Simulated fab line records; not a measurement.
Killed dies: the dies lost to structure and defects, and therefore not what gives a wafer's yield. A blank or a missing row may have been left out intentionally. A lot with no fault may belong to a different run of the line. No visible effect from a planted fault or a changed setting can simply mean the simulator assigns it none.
Matching of chambers + flow n5Finfet + N5_HKMG_FIN_ALD_75 on aldHk-02 has 4 sister chambers
The step deposits Al2O3, target thk 1 nm, co reactant pulse time 1 s. 4 wafers are shown with their chamber, then 7 later ones without.

WAFERS WITH THEIR CHAMBER
| wafer  | chamber | heaterPowerW (W) |
|--------|---------|------------------|
| L082.6 | 1       | 140              |
| L085.6 | 2       | 141              |
| L089.2 | 3       | 148              |
| L089.3 | 0       | 180              |

WAFERS WITHOUT THEIR CHAMBER
| wafer  | heaterPowerW (W) |
|--------|------------------|
| L089.6 | 141              |
| L092.2 | 138              |
| L092.4 | 142              |
| L092.6 | 148              |
| L094.2 | 147              |
| L094.3 | 180              |
| L094.5 | 153              |

THE CHAMBER EACH PASSED THROUGH
| wafer  | from the rows above     | in truth                   |
|--------|-------------------------|----------------------------|
| L089.6 | can't be placed: 2 or 1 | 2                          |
| L092.2 | can't be placed: 1 or 2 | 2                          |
| L092.4 | can't be placed: 2 or 1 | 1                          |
| L092.6 | 3                       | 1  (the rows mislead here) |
| L094.2 | 3                       | 3                          |
| L094.3 | 0                       | 0                          |
| L094.5 | 3                       | 3                          |
3 of 7 placed correctly. Cannot be placed on the basis of these rows: 3; the candidates contain the true chamber in 3. Number placed wrongly: 1.
How it was worked out, from the rows above alone: a wafer's distance from a chamber is the root of the sum, over the readings, of the square of ((its reading less the chamber's mean) divided by the reading's scatter). The wafer belongs to the nearest chamber; if the next one is less than 2 further off, it can't be placed. For every chamber, the mean is computed from those of its wafers that are shown. The scatter (one wafer shown for each chamber): square how far every hidden wafer sits from the nearest shown wafer, average those squares and take the square root.
